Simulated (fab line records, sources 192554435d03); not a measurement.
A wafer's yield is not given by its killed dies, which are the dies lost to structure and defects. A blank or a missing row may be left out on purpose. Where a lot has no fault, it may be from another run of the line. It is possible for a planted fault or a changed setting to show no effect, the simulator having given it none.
One fault through the eyes of 3 desks | flow n5 finfet | numbers are kept per desk, each desk with only its own; the story behind them comes last

== THE DEFECT DESK ==
What the inspections along the route counted, lot by lot: means of the sampled wafers that have a number. Any lot whose mean is over 4 standard deviations away from the usual mean is out of limits and marked OUT; that distance is given in the brackets.
Columns: A = raw defect count at N5_BEOL_M3_INSPECT_30, usual 441
lot  | first seen here | A
L786 | day 9 08:44     | 455
L787 | day 9 08:48     | 358
L793 | day 10 18:07    | 349
L794 | day 11 08:56    | 633
L795 | day 11 10:19    | 363
L796 | day 11 15:14    | 1362 (+8.4) OUT
L800 | day 12 17:00    | 1233 (+7.2) OUT
L801 | day 13 05:56    | 456
This desk's verdict: out of limits on L796, L800, starting with L796 at day 11 15:14 (raw defect count at N5_BEOL_M3_INSPECT_30). In limits: L786, L787, L793, L794, L795, L801.

== AT THE METROLOGY DESK ==
What the gauges read, lot by lot, whatever tool the lot ran on: means of the sampled wafers that have a number. Any lot whose mean is over 4 standard deviations away from the usual mean is out of limits and marked OUT; that distance is given in the brackets. Shown here are 7 of its 10 readings, the ones lying furthest out on some lot.
Columns: A = DIBL_N at N5_BEOL_M4_RC_MEAS_101, usual 36.6 mV/V; B = DIBL_P at N5_BEOL_M4_RC_MEAS_101, usual 36.7 mV/V; C = IOFF_P at N5_BEOL_M4_RC_MEAS_101, usual 0.22 nA/um; D = ION_N at N5_BEOL_M4_RC_MEAS_101, usual 672 uA/um; E = SS_N at N5_BEOL_M4_RC_MEAS_101, usual 71.6 mV/dec; F = SS_P at N5_BEOL_M4_RC_MEAS_101, usual 73.5 mV/dec; G = VT_P at N5_BEOL_M4_RC_MEAS_101, usual -250 mV
lot  | first seen here | A    | B    | C    | D   | E    | F    | G
L786 | day 10 10:27    | 36.7 | 37.0 | 0.23 | 675 | 71.8 | 74.0 | -249
L787 | day 10 21:10    | 37.0 | 37.4 | 0.20 | 674 | 71.7 | 73.8 | -254
L793 | day 12 08:23    | 34.7 | 34.2 | 0.17 | 657 | 71.4 | 73.0 | -252
L794 | day 12 15:44    | 36.2 | 37.3 | 0.21 | 672 | 72.1 | 73.4 | -250
L795 | day 12 19:28    | 38.5 | 34.9 | 0.22 | 670 | 71.9 | 73.8 | -251
L796 | day 13 03:19    | 37.6 | 39.1 | 0.27 | 665 | 72.2 | 74.2 | -247
L800 | day 14 07:06    | 37.9 | 38.7 | 0.24 | 666 | 71.6 | 74.4 | -248
L801 | day 14 14:19    | 36.3 | 35.2 | 0.22 | 676 | 71.4 | 73.3 | -249
This desk's finding: nothing out of limits on any of the 8 lots.

== DESK OF THE TOOL OWNER: rie diel-06 ==
The tool's own readings at N5_BEOL_M3_ETCH_63 (etches SiARC in CF4, target depth 15.6 nm, time 26 s): means of the sampled wafers that have a number, for each lot that ran on this tool. Any lot whose mean is over 4 standard deviations away from the usual mean is out of limits and marked OUT; that distance is given in the brackets.
Columns: A = drypump motor current A at N5_BEOL_M3_ETCH_63, usual 5.6 A; B = etch rf on time s at N5_BEOL_M3_ETCH_63, usual 26.0 s; C = oes product au at N5_BEOL_M3_ETCH_63, usual 0.69 a.u.; D = rf vpp V at N5_BEOL_M3_ETCH_63, usual 184.2 V; E = showerhead plenum p Torr at N5_BEOL_M3_ETCH_63, usual 2.14 Torr; F = throttle valve pct at N5_BEOL_M3_ETCH_63, usual 15.57 %
lot  | first seen here | A   | B    | C    | D     | E    | F
L786 | day 9 04:02     | 5.7 | 25.9 | 0.69 | 183.5 | 2.19 | 15.63
L793 | day 10 17:14    | 5.7 | 26.1 | 0.68 | 185.0 | 2.19 | 15.65
L796 | day 11 14:13    | 6.1 | 25.9 | 0.76 | 184.4 | 2.18 | 15.29
L800 | day 12 16:13    | 6.4 | 26.4 | 0.70 | 183.1 | 2.17 | 15.28
This desk's finding: nothing out of limits on any of the 4 lots.

== PUT TOGETHER ==
The defect desk could have raised an alarm at day 11 15:14, on L796, L800.
Nothing out of limits was seen by the metrology desk.
The tool owner's desk saw nothing out of limits.
The metrology desk has L796, L800 on record, within its limits.
On record at the tool owner's desk: L796, L800, within its limits.
The lots listed all ran N5_BEOL_M3_ETCH_63 on rie diel-06.

== WHAT HAD BEEN PUT IN BY THE SIMULATOR ==
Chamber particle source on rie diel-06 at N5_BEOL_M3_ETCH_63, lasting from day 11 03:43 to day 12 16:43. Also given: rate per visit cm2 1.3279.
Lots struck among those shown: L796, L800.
Hours from the fault's start to each desk's first reading out of limits: the defect desk, 12.
